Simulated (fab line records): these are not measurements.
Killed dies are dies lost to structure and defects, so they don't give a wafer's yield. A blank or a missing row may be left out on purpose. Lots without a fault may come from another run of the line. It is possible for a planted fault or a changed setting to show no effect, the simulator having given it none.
The tool behind it: which one? / flow nand_harc / 11 lots, 33 wafers sampled, at 5 steps of a route of 1159

WHAT EACH GAUGE READ, for each wafer
NHARC_END_SORT_01. Usual: defect_limited_yield 95.7 %, standard deviation 1.2; killed_at_array 25, standard deviation 7.8; killed_at_other 0.6, standard deviation 0.81; killed_at_periphery 3.3, standard deviation 2.2; killed_dies 29, standard deviation 8.2; killed_open 3.5, standard deviation 1.9; killed_short 1.8, standard deviation 1.3; sort_bin_2_pct 1.3 %, standard deviation 0.5; sort_bin_3_pct 0.23 %, standard deviation 0.21; sort_bin_4_pct 2.8 %, standard deviation 0.9; sort_n_pass 648, standard deviation 8.2; sort_rim_yield_pct 94.3 %, standard deviation 2.8; sort_yield_pct 95.7 %, standard deviation 1.2.
lot=L112; measured=day 21 11:04; on=prober-02; defect_limited_yield (%)=95.6 94.1 96.3; killed_at_array=21 35 24; killed_at_other=3 1 0; killed_at_periphery=6 4 1; killed_dies=30 40 25; killed_open=4 7 2; killed_short=2 3 3; sort_bin_2_pct (%)=1.0 1.8 0.9; sort_bin_3_pct (%)=0.44 0 0.15; sort_bin_4_pct (%)=3.0 4.1 2.7; sort_n_pass=647 637 652; sort_rim_yield_pct (%)=97.2 92.5 96.2; sort_yield_pct (%)=95.6 94.1 96.3; flag=

EACH LOT AND THE TOOL THAT RAN IT (in order: tool; ch and the chambers of the sampled wafers; start)
lot=L105; NHARC_P_M2_CMP_23=cmp-01 ch 1,2, day 5 21:36; NHARC_P_BONDPAD_DEP_00=pecvd-01 ch 0,2, day 6 00:12 or earlier; NHARC_P_BONDPAD_ETCH_37=rie_diel-06 ch 2,3, day 6 00:12; NHARC_P_BONDPAD_ETCH_24=rie_diel-06 ch 0,2, day 6 00:43
lot=L106; NHARC_P_M2_CMP_23=cmp-01 ch 1,2,3, day 6 19:58; NHARC_P_BONDPAD_DEP_00=pecvd-01 ch 0,1, day 6 20:57; NHARC_P_BONDPAD_ETCH_37=rie_diel-04 ch 1,2,3, day 6 22:29; NHARC_P_BONDPAD_ETCH_24=rie_diel-13 ch 1,2,3, no start
lot=L107; NHARC_P_M2_CMP_23=cmp-03 ch 0,1,3, day 6 20:17; NHARC_P_BONDPAD_DEP_00=pecvd-04 ch 1,2, day 6 22:48 or earlier; NHARC_P_BONDPAD_ETCH_37=rie_diel-04 ch 2,3, day 6 22:48; NHARC_P_BONDPAD_ETCH_24=rie_diel-04 ch 0,3, no start
lot=L108; NHARC_P_M2_CMP_23=cmp-04 ch 0,1,2, day 7 06:43; NHARC_P_BONDPAD_DEP_00=pecvd-01 ch 0,1, day 7 09:08 or earlier; NHARC_P_BONDPAD_ETCH_37=rie_diel-04 ch 0,1,3, day 7 09:08; NHARC_P_BONDPAD_ETCH_24=rie_diel-06 ch 1,3, no start
lot=L109; NHARC_P_M2_CMP_23=cmp-04 ch 1,2, day 7 10:38; NHARC_P_BONDPAD_DEP_00=pecvd-03 ch 0,2, day 7 11:43; NHARC_P_BONDPAD_ETCH_37=rie_diel-04 ch 0,2,3, day 7 13:10; NHARC_P_BONDPAD_ETCH_24=rie_diel-04 ch 0,2,3, no start
lot=L112; NHARC_P_M2_CMP_23=cmp-04 ch 1,2, day 8 01:04; NHARC_P_BONDPAD_DEP_00=pecvd-03 ch 0,1,2, day 8 02:08; NHARC_P_BONDPAD_ETCH_37=rie_diel-06 ch 1,3, day 8 03:38; NHARC_P_BONDPAD_ETCH_24=rie_diel-04 ch 0,2, day 21 11:04 or earlier
lot=L115; NHARC_P_M2_CMP_23=cmp-03 ch 0,1, day 8 16:53; NHARC_P_BONDPAD_DEP_00=pecvd-01 ch 0,2, day 8 17:58; NHARC_P_BONDPAD_ETCH_37=rie_diel-04 ch 0,2, day 8 19:29; NHARC_P_BONDPAD_ETCH_24=rie_diel-06 ch 1,2,3, no start
lot=L118; NHARC_P_M2_CMP_23=cmp-04 ch 1,2, day 9 08:38; NHARC_P_BONDPAD_DEP_00=pecvd-03 ch 0,1,2, day 9 09:39; NHARC_P_BONDPAD_ETCH_37=rie_diel-04 ch 0,3, day 9 11:10; NHARC_P_BONDPAD_ETCH_24=rie_diel-04 ch 0,1, no start
lot=L117; NHARC_P_M2_CMP_23=cmp-04 ch 0,2,3, day 9 09:25; NHARC_P_BONDPAD_DEP_00=pecvd-03 ch 0,1, day 9 10:32; NHARC_P_BONDPAD_ETCH_37=rie_diel-04 ch 0,1,2, day 9 11:55; NHARC_P_BONDPAD_ETCH_24=rie_diel-04 ch 2,3, no start
lot=L120; NHARC_P_M2_CMP_23=cmp-04 ch 0,2,3, day 10 02:11; NHARC_P_BONDPAD_DEP_00=pecvd-01 ch 0,1,2, day 10 04:55 or earlier; NHARC_P_BONDPAD_ETCH_37=rie_diel-04 ch 0,2,3, day 10 04:55; NHARC_P_BONDPAD_ETCH_24=rie_diel-04 ch 1,2,3, no start
lot=L126; NHARC_P_M2_CMP_23=cmp-03 ch 1,2,3, day 11 12:16; NHARC_P_BONDPAD_DEP_00=pecvd-01 ch 0,1,2, day 11 13:16; NHARC_P_BONDPAD_ETCH_37=rie_diel-13 ch 0,2,3, day 11 14:53; NHARC_P_BONDPAD_ETCH_24=rie_diel-04 ch 0,2,3, no start
- NHARC_P_M2_CMP_23: polishes, t overpolish 20 s, target thk 144.3 nm.
- NHARC_P_BONDPAD_DEP_00: deposits SiCN, target thk 250 nm.
- NHARC_P_BONDPAD_ETCH_37: etches the open film in N2/H2, target depth 60 nm, overetch 18 nm, time 65.91 s.
- NHARC_P_BONDPAD_ETCH_24: etches the open film in CF4/N2, target depth 30 nm, time 72.99 s.

WHAT THE TOOLS THEMSELVES READ (means of the sampled wafers that have a number; where no wafer has one, the mark that the record gives instead)
NHARC_P_M2_CMP_23. Usual: motor_current_A 12.0 A, standard deviation 0.72; time_to_endpoint_s 29.7 s, standard deviation 3.
lot=L105; tool=cmp-01; motor_current_A (A)=11.9; time_to_endpoint_s (s)=27.3; flag=
lot=L106; tool=cmp-01; motor_current_A (A)=12.2; time_to_endpoint_s (s)=29.9; flag=
lot=L107; tool=cmp-03; motor_current_A (A)=12.1; time_to_endpoint_s (s)=32.0; flag=
lot=L108; tool=cmp-04; motor_current_A (A)=12.3; time_to_endpoint_s (s)=26.8; flag=
lot=L109; tool=cmp-04; motor_current_A (A)=11.5; time_to_endpoint_s (s)=29.7; flag=
lot=L112; tool=cmp-04; motor_current_A (A)=11.8; time_to_endpoint_s (s)=29.7; flag=
lot=L115; tool=cmp-03; motor_current_A (A)=12.0; time_to_endpoint_s (s)=31.3; flag=
lot=L118; tool=cmp-04; motor_current_A (A)=11.8; time_to_endpoint_s (s)=30.3; flag=
lot=L117; tool=cmp-04; motor_current_A (A)=12.7; time_to_endpoint_s (s)=26.5; flag=
lot=L120; tool=cmp-04; motor_current_A (A)=11.9; time_to_endpoint_s (s)=29.7; flag=
lot=L126; tool=cmp-03; motor_current_A (A)=12.4; time_to_endpoint_s (s)=31.7; flag=

NHARC_P_BONDPAD_DEP_00. Usual: heater_power_w 535 W, standard deviation 95; rf_fwd_power_W 448.8 W, standard deviation 1.4.
lot=L105; tool=pecvd-01; heater_power_w (W)=514; rf_fwd_power_W (W)=448.5; flag=
lot=L106; tool=pecvd-01; heater_power_w (W)=609; rf_fwd_power_W (W)=448.8; flag=
lot=L107; tool=pecvd-04; heater_power_w (W)=645; rf_fwd_power_W (W)=449.9; flag=
lot=L108; tool=pecvd-01; heater_power_w (W)=553; rf_fwd_power_W (W)=448.1; flag=
lot=L109; tool=pecvd-03; heater_power_w (W)=522; rf_fwd_power_W (W)=449.0; flag=
lot=L112; tool=pecvd-03; heater_power_w (W)=521; rf_fwd_power_W (W)=450.3; flag=
lot=L115; tool=pecvd-01; heater_power_w (W)=508; rf_fwd_power_W (W)=448.9; flag=
lot=L118; tool=pecvd-03; heater_power_w (W)=525; rf_fwd_power_W (W)=447.1; flag=
lot=L117; tool=pecvd-03; heater_power_w (W)=621; rf_fwd_power_W (W)=449.0; flag=
lot=L120; tool=pecvd-01; heater_power_w (W)=536; rf_fwd_power_W (W)=448.9; flag=
lot=L126; tool=pecvd-01; heater_power_w (W)=495; rf_fwd_power_W (W)=448.4; flag=

NHARC_P_BONDPAD_ETCH_37. Usual: drypump_motor_current_A 5.4 A, standard deviation 0.41; oes_product_au 0.990 a.u., standard deviation 0.01; rf_fwd_power_W 395.9 W, standard deviation 1.5; rf_vpp_V 431.5 V, standard deviation 1.9; showerhead_plenum_p_Torr 2.07 Torr, standard deviation 0.06; throttle_valve_pct 14.169 %, standard deviation 0.0093.
lot=L105; tool=rie_diel-06; drypump_motor_current_A (A)=5.3; oes_product_au (a.u.)=1.004; rf_fwd_power_W (W)=396.0; rf_vpp_V (V)=433.6; showerhead_plenum_p_Torr (Torr)=2.17; throttle_valve_pct (%)=14.165; flag=
lot=L106; tool=rie_diel-04; drypump_motor_current_A (A)=5.1; oes_product_au (a.u.)=0.988; rf_fwd_power_W (W)=397.3; rf_vpp_V (V)=431.5; showerhead_plenum_p_Torr (Torr)=2.07; throttle_valve_pct (%)=14.167; flag=
lot=L107; tool=rie_diel-04; drypump_motor_current_A (A)=5.0; oes_product_au (a.u.)=0.992; rf_fwd_power_W (W)=397.1; rf_vpp_V (V)=431.9; showerhead_plenum_p_Torr (Torr)=2.10; throttle_valve_pct (%)=14.176; flag=
lot=L108; tool=rie_diel-04; drypump_motor_current_A (A)=5.5; oes_product_au (a.u.)=0.980; rf_fwd_power_W (W)=395.3; rf_vpp_V (V)=431.4; showerhead_plenum_p_Torr (Torr)=2.06; throttle_valve_pct (%)=14.181; flag=
lot=L109; tool=rie_diel-04; drypump_motor_current_A (A)=5.4; oes_product_au (a.u.)=0.994; rf_fwd_power_W (W)=394.9; rf_vpp_V (V)=432.4; showerhead_plenum_p_Torr (Torr)=2.10; throttle_valve_pct (%)=14.176; flag=
lot=L112; tool=rie_diel-06; drypump_motor_current_A (A)=5.4; oes_product_au (a.u.)=0.994; rf_fwd_power_W (W)=396.5; rf_vpp_V (V)=430.4; showerhead_plenum_p_Torr (Torr)=2.05; throttle_valve_pct (%)=14.165; flag=
lot=L115; tool=rie_diel-04; drypump_motor_current_A (A)=5.2; oes_product_au (a.u.)=0.999; rf_fwd_power_W (W)=394.5; rf_vpp_V (V)=432.2; showerhead_plenum_p_Torr (Torr)=2.10; throttle_valve_pct (%)=14.164; flag=
lot=L118; tool=rie_diel-04; drypump_motor_current_A (A)=5.5; oes_product_au (a.u.)=0.951; rf_fwd_power_W (W)=395.3; rf_vpp_V (V)=432.0; showerhead_plenum_p_Torr (Torr)=2.10; throttle_valve_pct (%)=14.172; flag=OFF
lot=L117; tool=rie_diel-04; drypump_motor_current_A (A)=5.4; oes_product_au (a.u.)=0.943; rf_fwd_power_W (W)=395.4; rf_vpp_V (V)=431.3; showerhead_plenum_p_Torr (Torr)=2.06; throttle_valve_pct (%)=14.163; flag=OFF
lot=L120; tool=rie_diel-04; drypump_motor_current_A (A)=5.4; oes_product_au (a.u.)=0.939; rf_fwd_power_W (W)=394.3; rf_vpp_V (V)=433.5; showerhead_plenum_p_Torr (Torr)=2.10; throttle_valve_pct (%)=14.171; flag=OFF
lot=L126; tool=rie_diel-13; drypump_motor_current_A (A)=5.6; oes_product_au (a.u.)=0.994; rf_fwd_power_W (W)=397.2; rf_vpp_V (V)=427.2; showerhead_plenum_p_Torr (Torr)=1.93; throttle_valve_pct (%)=14.158; flag=

NHARC_P_BONDPAD_ETCH_24. Usual: drypump_motor_current_A 5.4 A, standard deviation 0.41; oes_product_au 0.987 a.u., standard deviation 0.0087; rf_fwd_power_W 297.1 W, standard deviation 0.97; rf_vpp_V 314.8 V, standard deviation 1.5; showerhead_plenum_p_Torr 2.67 Torr, standard deviation 0.071; throttle_valve_pct 19.795 %, standard deviation 0.0084.
lot=L105; tool=rie_diel-06; drypump_motor_current_A (A)=5.6; oes_product_au (a.u.)=0.996; rf_fwd_power_W (W)=297.7; rf_vpp_V (V)=316.0; showerhead_plenum_p_Torr (Torr)=2.73; throttle_valve_pct (%)=19.783; flag=
lot=L106; tool=rie_diel-13; drypump_motor_current_A (A)=5.6; oes_product_au (a.u.)=0.990; rf_fwd_power_W (W)=298.4; rf_vpp_V (V)=313.2; showerhead_plenum_p_Torr (Torr)=2.58; throttle_valve_pct (%)=19.798; flag=
lot=L107; tool=rie_diel-04; drypump_motor_current_A (A)=5.8; oes_product_au (a.u.)=0.981; rf_fwd_power_W (W)=296.6; rf_vpp_V (V)=315.9; showerhead_plenum_p_Torr (Torr)=2.69; throttle_valve_pct (%)=19.800; flag=
lot=L108; tool=rie_diel-06; drypump_motor_current_A (A)=5.4; oes_product_au (a.u.)=0.994; rf_fwd_power_W (W)=296.9; rf_vpp_V (V)=314.7; showerhead_plenum_p_Torr (Torr)=2.64; throttle_valve_pct (%)=19.789; flag=
lot=L109; tool=rie_diel-04; drypump_motor_current_A (A)=5.4; oes_product_au (a.u.)=0.991; rf_fwd_power_W (W)=297.1; rf_vpp_V (V)=315.5; showerhead_plenum_p_Torr (Torr)=2.70; throttle_valve_pct (%)=19.796; flag=
lot=L112; tool=rie_diel-04; drypump_motor_current_A (A)=5.3; oes_product_au (a.u.)=0.982; rf_fwd_power_W (W)=297.4; rf_vpp_V (V)=314.9; showerhead_plenum_p_Torr (Torr)=2.70; throttle_valve_pct (%)=19.790; flag=
lot=L115; tool=rie_diel-06; drypump_motor_current_A (A)=5.3; oes_product_au (a.u.)=0.994; rf_fwd_power_W (W)=297.8; rf_vpp_V (V)=316.0; showerhead_plenum_p_Torr (Torr)=2.70; throttle_valve_pct (%)=19.798; flag=
lot=L118; tool=rie_diel-04; drypump_motor_current_A (A)=5.8; oes_product_au (a.u.)=0.982; rf_fwd_power_W (W)=297.8; rf_vpp_V (V)=314.1; showerhead_plenum_p_Torr (Torr)=2.65; throttle_valve_pct (%)=19.793; flag=
lot=L117; tool=rie_diel-04; drypump_motor_current_A (A)=5.2; oes_product_au (a.u.)=0.989; rf_fwd_power_W (W)=298.5; rf_vpp_V (V)=315.5; showerhead_plenum_p_Torr (Torr)=2.70; throttle_valve_pct (%)=19.793; flag=
lot=L120; tool=rie_diel-04; drypump_motor_current_A (A)=5.1; oes_product_au (a.u.)=0.992; rf_fwd_power_W (W)=297.4; rf_vpp_V (V)=314.8; showerhead_plenum_p_Torr (Torr)=2.66; throttle_valve_pct (%)=19.787; flag=
lot=L126; tool=rie_diel-04; drypump_motor_current_A (A)=5.4; oes_product_au (a.u.)=0.988; rf_fwd_power_W (W)=297.2; rf_vpp_V (V)=316.6; showerhead_plenum_p_Torr (Torr)=2.69; throttle_valve_pct (%)=19.797; flag=

THE ANSWER, worked out from the rows above alone
Rule: lot off if the mean of its wafers having a number is beyond 3 standard deviations from the usual mean. A lot without any number at a reading at which 4 lots or more have one is off too. Any other lot the step has rows for is counted as sound. After the gauges, taken in route order, come the tools' own readings; for these a lot's mean is taken, as printed above. At the first step where some lot is off, the reading lying furthest off is the one used; lots without a number count as furthest.
Off: L118, L117, L120, at NHARC_P_BONDPAD_ETCH_37 (oes_product_au).
A tool fits if, at that step or a process step before it, it ran every lot that is off, and no sound lot after the first of them. NHARC_P_BONDPAD_DEP_00: start missing for some lots; hours and lot order therefore follow NHARC_P_BONDPAD_ETCH_37. Can't be told from this: 2 tools fit, cmp-04 at NHARC_P_M2_CMP_23, rie_diel-04 at NHARC_P_BONDPAD_ETCH_37.

WHAT WAS PUT IN BY THE SIMULATOR
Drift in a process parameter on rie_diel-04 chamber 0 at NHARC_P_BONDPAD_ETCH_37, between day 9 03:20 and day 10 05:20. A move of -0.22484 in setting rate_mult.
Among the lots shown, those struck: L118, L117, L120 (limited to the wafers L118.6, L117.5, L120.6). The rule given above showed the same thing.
